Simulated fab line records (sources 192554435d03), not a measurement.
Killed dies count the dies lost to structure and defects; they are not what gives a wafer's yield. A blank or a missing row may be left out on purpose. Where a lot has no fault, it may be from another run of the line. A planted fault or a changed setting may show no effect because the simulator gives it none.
Split-lot trial :: flow n5-finfet :: 7 lots, 39 wafers read, on a route of 1938 steps

## ABOUT THE SPLIT
At N5_MIM_BOT_LITHO_DEVELOP_07 (develop time 60 s), the setting develop-time-s was moved away from the recipe's 60 s on 12 of the 39 wafers read, by -44.0% to +55.2%. For the rest of the wafers, this setting stayed at what the recipe calls for.

## FROM THE SPLIT TO THE READING: what the file shows between them, 1 step
- N5_MIM_BOT_LITHO_HARDBAKE_09: time 120 s

## THE READING
Shown in nm: cd-nm at N5_MIM_BOT_LITHO_CD_MEAS_08, with target cd 3000 nm. A value of 2999.5 nm with a standard deviation of 1.5 nm is what fault-free wafers of this fab line usually give.

wafer: L075.1
tool, chamber at the split: litho-track-02, 0
develop-time-s as run, s: 60
against the recipe: recipe
cd-nm, nm: 3001.5
against lot-mates on the recipe: -

wafer: L075.2
tool, chamber at the split: litho-track-02, 0
develop-time-s as run, s: 60
against the recipe: recipe
cd-nm, nm: 3000.8
against lot-mates on the recipe: -

wafer: L075.3
tool, chamber at the split: litho-track-02, 0
develop-time-s as run, s: 60
against the recipe: recipe
cd-nm, nm: 3000.0
against lot-mates on the recipe: -

wafer: L075.4
tool, chamber at the split: litho-track-02, 0
develop-time-s as run, s: 60
against the recipe: recipe
cd-nm, nm: 3000.1
against lot-mates on the recipe: -

wafer: L075.5
tool, chamber at the split: litho-track-02, 0
develop-time-s as run, s: 60
against the recipe: recipe
cd-nm, nm: 3000.0
against lot-mates on the recipe: -

wafer: L075.6
tool, chamber at the split: litho-track-02, 0
develop-time-s as run, s: 60
against the recipe: recipe
cd-nm, nm: 2999.6
against lot-mates on the recipe: -

wafer: L085.1
tool, chamber at the split: litho-track-04, 0
develop-time-s as run, s: 60
against the recipe: recipe
cd-nm, nm: 3001.1
against lot-mates on the recipe: -

wafer: L085.2
tool, chamber at the split: litho-track-04, 0
develop-time-s as run, s: 60
against the recipe: recipe
cd-nm, nm: 3002.7
against lot-mates on the recipe: -

wafer: L085.3
tool, chamber at the split: litho-track-04, 0
develop-time-s as run, s: 77.78
against the recipe: +29.6%
cd-nm, nm: 3004.6
against lot-mates on the recipe: +2.7

wafer: L085.4
tool, chamber at the split: litho-track-04, 0
develop-time-s as run, s: 77.78
against the recipe: +29.6%
cd-nm, nm: 3005.9
against lot-mates on the recipe: +4.0

wafer: L085.5
tool, chamber at the split: litho-track-04, 0
develop-time-s as run, s: 60
against the recipe: recipe
cd-nm, nm: 3001.8
against lot-mates on the recipe: -

wafer: L085.6
tool, chamber at the split: litho-track-04, 0
develop-time-s as run, s: 77.78
against the recipe: +29.6%
cd-nm, nm: 3004.4
against lot-mates on the recipe: +2.5

wafer: L084.1
tool, chamber at the split: litho-track-03, 0
develop-time-s as run, s: 60
against the recipe: recipe
cd-nm, nm: 3000.8
against lot-mates on the recipe: -

wafer: L084.2
tool, chamber at the split: litho-track-03, 0
develop-time-s as run, s: 60
against the recipe: recipe
cd-nm, nm: 3001.2
against lot-mates on the recipe: -

wafer: L084.3
tool, chamber at the split: litho-track-03, 0
develop-time-s as run, s: 60
against the recipe: recipe
cd-nm, nm: 2999.8
against lot-mates on the recipe: -

wafer: L084.4
tool, chamber at the split: litho-track-03, 0
develop-time-s as run, s: 60
against the recipe: recipe
cd-nm, nm: 3002.5
against lot-mates on the recipe: -

wafer: L084.5
tool, chamber at the split: litho-track-03, 0
develop-time-s as run, s: 60
against the recipe: recipe
cd-nm, nm: 2998.3
against lot-mates on the recipe: -

wafer: L084.6
tool, chamber at the split: litho-track-03, 0
develop-time-s as run, s: 60
against the recipe: recipe
cd-nm, nm: 2999.8
against lot-mates on the recipe: -

wafer: L087.1
tool, chamber at the split: litho-track-03, 0
develop-time-s as run, s: 60
against the recipe: recipe
cd-nm, nm: 2999.3
against lot-mates on the recipe: -

wafer: L087.2
tool, chamber at the split: litho-track-03, 0
develop-time-s as run, s: 33.63
against the recipe: -44.0%
cd-nm, nm: 2985.5
against lot-mates on the recipe: -13.2

wafer: L087.3
tool, chamber at the split: litho-track-03, 0
develop-time-s as run, s: 60
against the recipe: recipe
cd-nm, nm: 2997.8
against lot-mates on the recipe: -

wafer: L087.4
tool, chamber at the split: litho-track-03, 0
develop-time-s as run, s: 33.63
against the recipe: -44.0%
cd-nm, nm: 2987.1
against lot-mates on the recipe: -11.6

wafer: L087.5
tool, chamber at the split: litho-track-03, 0
develop-time-s as run, s: 33.63
against the recipe: -44.0%
cd-nm, nm: 2987.4
against lot-mates on the recipe: -11.3

wafer: L087.6
tool, chamber at the split: litho-track-03, 0
develop-time-s as run, s: 60
against the recipe: recipe
cd-nm, nm: 2999.1
against lot-mates on the recipe: -

wafer: L091.1
tool, chamber at the split: litho-track-03, 0
develop-time-s as run, s: 60
against the recipe: recipe
cd-nm, nm: 2998.3
against lot-mates on the recipe: -

wafer: L091.4
tool, chamber at the split: litho-track-03, 0
develop-time-s as run, s: 60
against the recipe: recipe
cd-nm, nm: 2998.7
against lot-mates on the recipe: -

wafer: L091.5
tool, chamber at the split: litho-track-03, 0
develop-time-s as run, s: 60
against the recipe: recipe
cd-nm, nm: 2997.0
against lot-mates on the recipe: -

wafer: L094.1
tool, chamber at the split: litho-track-03, 0
develop-time-s as run, s: 60
against the recipe: recipe
cd-nm, nm: 2998.3
against lot-mates on the recipe: -

wafer: L094.2
tool, chamber at the split: litho-track-03, 0
develop-time-s as run, s: 79.95
against the recipe: +33.2%
cd-nm, nm: 3005.6
against lot-mates on the recipe: +5.8

wafer: L094.3
tool, chamber at the split: litho-track-03, 0
develop-time-s as run, s: 60
against the recipe: recipe
cd-nm, nm: 3001.5
against lot-mates on the recipe: -

wafer: L094.4
tool, chamber at the split: litho-track-03, 0
develop-time-s as run, s: 79.95
against the recipe: +33.2%
cd-nm, nm: 3004.3
against lot-mates on the recipe: +4.5

wafer: L094.5
tool, chamber at the split: litho-track-03, 0
develop-time-s as run, s: 60
against the recipe: recipe
cd-nm, nm: 2999.7
against lot-mates on the recipe: -

wafer: L094.6
tool, chamber at the split: litho-track-03, 0
develop-time-s as run, s: 79.95
against the recipe: +33.2%
cd-nm, nm: 3007.4
against lot-mates on the recipe: +7.6

wafer: L095.1
tool, chamber at the split: litho-track-02, 0
develop-time-s as run, s: 60
against the recipe: recipe
cd-nm, nm: 3003.0
against lot-mates on the recipe: -

wafer: L095.2
tool, chamber at the split: litho-track-02, 0
develop-time-s as run, s: 60
against the recipe: recipe
cd-nm, nm: 3000.6
against lot-mates on the recipe: -

wafer: L095.3
tool, chamber at the split: litho-track-02, 0
develop-time-s as run, s: 93.14
against the recipe: +55.2%
cd-nm, nm: 3010.6
against lot-mates on the recipe: +9.6

wafer: L095.4
tool, chamber at the split: litho-track-02, 0
develop-time-s as run, s: 60
against the recipe: recipe
cd-nm, nm: 2999.3
against lot-mates on the recipe: -

wafer: L095.5
tool, chamber at the split: litho-track-02, 0
develop-time-s as run, s: 93.14
against the recipe: +55.2%
cd-nm, nm: 3009.7
against lot-mates on the recipe: +8.7

wafer: L095.6
tool, chamber at the split: litho-track-02, 0
develop-time-s as run, s: 93.14
against the recipe: +55.2%
cd-nm, nm: 3008.6
against lot-mates on the recipe: +7.6

THE FIT
A straight line over all 39 wafers: cd-nm changes by +0.216 nm for each +1% of develop-time-s; r = +0.94; the points scatter about the line by 1.9 nm.
The same after taking each lot's own level away (the mean of its wafers on the recipe; 39 wafers): +0.193 nm for each +1%; r = +0.94; scatter 1.6 nm.
The reading moves by 11 nm for the largest change in develop-time-s, on that fit.
The lots' own levels span 2998.00 to 3001.87 nm, that is 2.6 times the standard deviation above.
In other words, the slope is changed by the lot-to-lot level; the two fits disagree.
Check: for one of the wafers moved furthest among these (+55.2%), held out of the fit, the line's prediction against its lot-mates is +10.1 nm. It came out at +9.63 nm against them.

## THE FILE'S OWN FIT
cd-nm changes by +0.186 nm for each +1% of develop-time-s, r = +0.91.
